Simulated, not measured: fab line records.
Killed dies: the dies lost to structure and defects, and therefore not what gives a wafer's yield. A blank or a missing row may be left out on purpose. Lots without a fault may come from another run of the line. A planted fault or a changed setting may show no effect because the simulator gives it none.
Which tool is to blame?	flow nand harc	24 lots, 72 wafers sampled, at 5 steps of a route of 1302

## WHAT THE GAUGES READ, wafer by wafer
NHARC_P_M1_CD_MEAS_16. Usual: cd nm 129.8 nm, standard deviation 0.76.
lot	measured	on	cd nm (nm)	flag
L074	day 6 01:50	cd sem-03	129.4 128.7 128.2	
L076	day 6 19:12	cd sem-01	129.5 130.3 129.9	
L075	day 6 20:31	cd sem-02	129.7 130.9 130.1	
L077	day 7 08:35	cd sem-01	130.5 129.4 128.9	
L078	day 7 20:53	cd sem-03	130.0 129.3 130.0	
L079	day 8 02:05	cd sem-03	129.4 130.3 129.7	
L080	day 8 12:47	cd sem-01	130.5 130.2 131.6	
L081	day 9 07:17	cd sem-03	130.7 131.9 129.7	
L083	day 9 23:59	cd sem-02	129.4 130.1 129.9	
L082	day 10 00:29	cd sem-01	129.5 129.4 130.2	
L084	day 10 11:11	cd sem-02	129.5 129.5 129.2	
L085	day 11 00:02	cd sem-03	131.9 129.7 131.3	
L086	day 11 05:33	cd sem-02	130.2 129.8 130.2	
L087	day 11 12:40	cd sem-03	130.3 130.7 131.0	
L089	day 12 05:24	cd sem-03	130.2 130.5 129.4	
L088	day 12 05:34	cd sem-01	128.9 131.0 129.3	
L090	day 12 23:12	cd sem-01	130.5 129.9 130.8	
L091	day 13 14:08	cd sem-02	131.0 129.1 129.4	
L092	day 13 18:11	cd sem-01	128.9 130.0 128.6	
L093	day 14 07:40	cd sem-02	129.6 128.1 129.4	
L094	day 14 12:34	cd sem-03	129.1 129.7 130.9	
L095	day 15 00:24	cd sem-01	128.7 130.8 129.6	
L096	day 15 09:06	cd sem-01	128.3 130.2 129.0	
L097	day 16 02:20	cd sem-03	130.3 129.8 129.9	

NHARC_P_M2_INSPECT_27. Usual: raw defect count 331, standard deviation 150.
lot	measured	on	raw defect count	flag
L074	day 6 08:32	defect inspect-01	458 747 572	
L076	day 7 01:50	defect inspect-01	340 287 259	
L075	day 7 02:48	defect inspect-01	220 233 303	
L077	day 7 14:56	defect inspect-02	786 639 432	
L078	day 8 03:19	defect inspect-01	189 436 316	
L079	day 8 08:24	defect inspect-02	180 309 234	
L080	day 8 19:19	defect inspect-01	178 189 313	
L081	day 9 13:44	defect inspect-01	184 134 248	
L083	day 10 06:34	defect inspect-01	277 216 283	
L082	day 10 06:57	defect inspect-02	629 286 458	
L084	day 10 17:35	defect inspect-01	374 551 638	
L085	day 11 06:27	defect inspect-02	300 438 354	
L086	day 11 12:09	defect inspect-02	348 329 330	
L087	day 11 19:06	defect inspect-01	216 340 242	
L089	day 12 11:41	defect inspect-02	277 313 374	
L088	day 12 12:04	defect inspect-02	189 241 202	
L090	day 13 05:31	defect inspect-02	586 431 345	
L091	day 13 20:48	defect inspect-01	172 273 502	
L092	day 14 00:44	defect inspect-02	175 199 237	
L093	day 14 14:04	defect inspect-02	196 307 309	
L094	day 14 19:04	defect inspect-02	548 420 316	
L095	day 15 06:49	defect inspect-01	296 230 344	
L096	day 15 15:32	defect inspect-01	150 201 306	
L097	day 16 08:49	defect inspect-01	294 186 218	

NHARC_P_BONDPAD_THK_MEAS_33: measures by ellipsometry. Usual: thk nm 200.3 nm, standard deviation 1.5.
lot	measured	on	thk nm (nm)	flag
L074	day 6 09:46	film metro-02	197.9 200.0 200.5	
L076	day 7 03:03	film metro-02	198.4 199.1 201.3	
L075	day 7 03:59	film metro-01	200.9 201.0 199.4	
L077	day 7 16:10	film metro-02	199.0 202.9 198.4	
L078	day 8 04:32	film metro-01	199.6 198.8 200.7	
L079	day 8 09:37	film metro-01	199.3 201.5 199.8	
L080	day 8 20:31	film metro-01	201.1 200.3 200.8	
L081	day 9 14:56	film metro-01	200.5 198.8 199.8	
L083	day 10 07:46	film metro-01	200.1 200.7 199.9	
L082	day 10 08:11	film metro-02	199.6 202.1 197.4	
L084	day 10 18:47	film metro-02	199.4 199.3 198.8	
L085	day 11 07:40	film metro-02	199.8 200.7 199.0	
L086	day 11 13:22	film metro-02	198.5 200.2 199.9	
L087	day 11 20:19	film metro-02	200.7 200.4 200.7	
L089	day 12 13:07	film metro-01	199.1 197.6 200.0	
L088	day 12 13:16	film metro-02	200.1 198.3 202.3	
L090	day 13 06:52	film metro-01	199.8 194.3 198.6	
L091	day 13 22:10	film metro-01	200.4 200.5 202.1	
L092	day 14 01:57	film metro-01	202.2 200.7 200.2	
L093	day 14 15:17	film metro-02	202.2 201.5 201.3	
L094	day 14 20:17	film metro-01	201.3 200.0 203.3	
L095	day 15 08:02	film metro-01	201.6 200.5 198.1	
L096	day 15 16:46	film metro-01	201.6 198.0 200.0	
L097	day 16 10:03	film metro-02	200.3 199.9 202.7	

## WHAT TOOL EACH LOT RAN ON (gives the tool, then ch and the chambers of the sampled wafers, and finally the start)
lot	NHARC_P_M0_PRE_CLEAN_29	NHARC_P_M2_ETCH_28
L074	pvd sputter-02, day 6 01:50 or earlier	rie diel-09 ch 0,2,3, day 6 08:32 or earlier
L076	pvd sputter-02, day 6 19:12 or earlier	rie diel-10 ch 1,2,3, day 7 01:50 or earlier
L075	pvd sputter-03, day 6 20:31 or earlier	rie diel-10 ch 0,1,3, day 7 02:48 or earlier
L077	pvd sputter-02, day 7 08:35 or earlier	rie diel-10 ch 0,2,3, day 7 14:56 or earlier
L078	pvd sputter-01, day 7 20:53 or earlier	rie diel-10 ch 0,2,3, day 8 03:19 or earlier
L079	pvd sputter-03, day 8 02:05 or earlier	rie diel-10 ch 0,1,3, day 8 08:24 or earlier
L080	pvd sputter-01, day 8 12:47 or earlier	rie diel-10 ch 0,1,3, day 8 19:19 or earlier
L081	pvd sputter-02, day 9 07:17 or earlier	rie diel-10 ch 1,2, day 9 13:44 or earlier
L083	pvd sputter-01, day 9 23:59 or earlier	rie diel-10 ch 0,2,3, day 10 06:34 or earlier
L082	pvd sputter-02, day 10 00:29 or earlier	rie diel-09 ch 0,2,3, day 10 06:57 or earlier
L084	pvd sputter-02, day 10 11:11 or earlier	rie diel-09 ch 2,3, day 10 17:35 or earlier
L085	pvd sputter-02, day 11 00:02 or earlier	rie diel-09 ch 1,2, day 11 06:27 or earlier
L086	pvd sputter-01, day 11 05:33 or earlier	rie diel-08 ch 0,1,3, day 11 12:09 or earlier
L087	pvd sputter-02, day 11 12:40 or earlier	rie diel-08 ch 0,1, day 11 19:06 or earlier
L089	pvd sputter-03, day 12 05:24 or earlier	rie diel-08 ch 0,2,3, day 12 11:41 or earlier
L088	pvd sputter-01, day 12 05:34 or earlier	rie diel-09 ch 0,2, day 12 12:04 or earlier
L090	pvd sputter-01, day 12 23:12 or earlier	rie diel-09 ch 0,1,3, day 13 05:31 or earlier
L091	pvd sputter-03, day 13 14:08 or earlier	rie diel-10 ch 0,1, day 13 20:48 or earlier
L092	pvd sputter-01, day 13 18:11 or earlier	rie diel-10 ch 1,2,3, day 14 00:44 or earlier
L093	pvd sputter-01, day 14 07:40 or earlier	rie diel-10 ch 2,3, day 14 14:04 or earlier
L094	pvd sputter-03, day 14 12:34 or earlier	rie diel-10 ch 0,2,3, day 14 19:04 or earlier
L095	pvd sputter-01, day 15 00:24 or earlier	rie diel-09 ch 0,1,3, day 15 06:49 or earlier
L096	pvd sputter-01, day 15 09:06 or earlier	rie diel-08 ch 1,3, day 15 15:32 or earlier
L097	pvd sputter-03, day 16 02:20 or earlier	rie diel-09 ch 0,1,3, day 16 08:49 or earlier
- NHARC_P_M0_PRE_CLEAN_29: time 30 s.
- NHARC_P_M2_ETCH_28: etches the open film in CF4/N2, target depth 30 nm, time 72.99 s.

## WHAT THE TOOLS THEMSELVES READ (means of the sampled wafers that have a number; where no wafer has one, the mark that the record gives instead)
NHARC_P_M0_PRE_CLEAN_29. Usual: heater power w 403 W, standard deviation 25.
lot	tool	heater power w (W)	flag
L074	pvd sputter-02	392	
L076	pvd sputter-02	392	
L075	pvd sputter-03	440	
L077	pvd sputter-02	394	
L078	pvd sputter-01	397	
L079	pvd sputter-03	425	
L080	pvd sputter-01	415	
L081	pvd sputter-02	397	
L083	pvd sputter-01	408	
L082	pvd sputter-02	378	
L084	pvd sputter-02	389	
L085	pvd sputter-02	380	
L086	pvd sputter-01	419	
L087	pvd sputter-02	394	
L089	pvd sputter-03	422	
L088	pvd sputter-01	424	
L090	pvd sputter-01	425	
L091	pvd sputter-03	410	
L092	pvd sputter-01	400	
L093	pvd sputter-01	397	
L094	pvd sputter-03	417	
L095	pvd sputter-01	403	
L096	pvd sputter-01	401	
L097	pvd sputter-03	424	

NHARC_P_M2_ETCH_28. Usual: drypump motor current A 5.5 A, standard deviation 0.53; oes product au 1.003 a.u., standard deviation 0.0095; rf vpp V 314.8 V, standard deviation 2.2; showerhead plenum p Torr 2.67 Torr, standard deviation 0.12; throttle valve pct 19.794 %, standard deviation 0.0088.
lot	tool	drypump motor current A (A)	oes product au (a.u.)	rf vpp V (V)	showerhead plenum p Torr (Torr)	throttle valve pct (%)	flag
L074	rie diel-09	5.2	0.998	314.6	2.67	19.783	
L076	rie diel-10	5.2	1.005	316.1	2.70	19.799	
L075	rie diel-10	5.7	0.993	314.7	2.64	19.798	
L077	rie diel-10	5.6	0.999	316.0	2.74	19.794	
L078	rie diel-10	5.6	0.998	316.4	2.74	19.794	
L079	rie diel-10	5.8	1.001	313.7	2.63	19.800	
L080	rie diel-10	5.8	0.995	314.2	2.63	19.799	
L081	rie diel-10	5.3	1.002	313.6	2.59	19.787	
L083	rie diel-10	5.6	1.004	316.7	2.74	19.782	
L082	rie diel-09	5.2	1.007	314.7	2.67	19.800	
L084	rie diel-09	5.2	1.005	316.2	2.75	19.797	
L085	rie diel-09	5.4	1.010	315.3	2.70	19.793	
L086	rie diel-08	5.5	0.991	313.9	2.63	19.795	
L087	rie diel-08	5.8	1.004	314.3	2.62	19.784	
L089	rie diel-08	5.4	1.004	314.7	2.65	19.793	
L088	rie diel-09	5.4	1.007	314.5	2.68	19.796	
L090	rie diel-09	5.4	0.993	314.4	2.61	19.798	
L091	rie diel-10	5.8	0.997	312.0	2.52	19.798	
L092	rie diel-10	5.2	0.996	315.4	2.69	19.798	
L093	rie diel-10	5.1	1.009	317.5	2.80	19.785	
L094	rie diel-10	5.6	1.009	316.4	2.73	19.797	
L095	rie diel-09	5.4	1.007	313.3	2.61	19.793	
L096	rie diel-08	5.9	1.005	313.8	2.66	19.797	
L097	rie diel-09	5.3	1.009	314.2	2.61	19.798	

## THE ANSWER, worked out from the rows above alone
Rule: take the mean of a lot's wafers that have a number; if it is more than 3 standard deviations from the usual mean, the lot is off. Also off: a lot with no number at a reading for which 4 or more lots have one. All remaining lots with rows at the step are treated as sound. Order of review: gauges by route order, followed by the tools' own readings, for which a lot's mean as printed above is used. At the first step where some lot is off, the reading lying furthest off is the one used; lots without a number count as furthest.
No lot is off at any reading shown: from this, nothing can be told.

## WHAT THE SIMULATOR PUT IN
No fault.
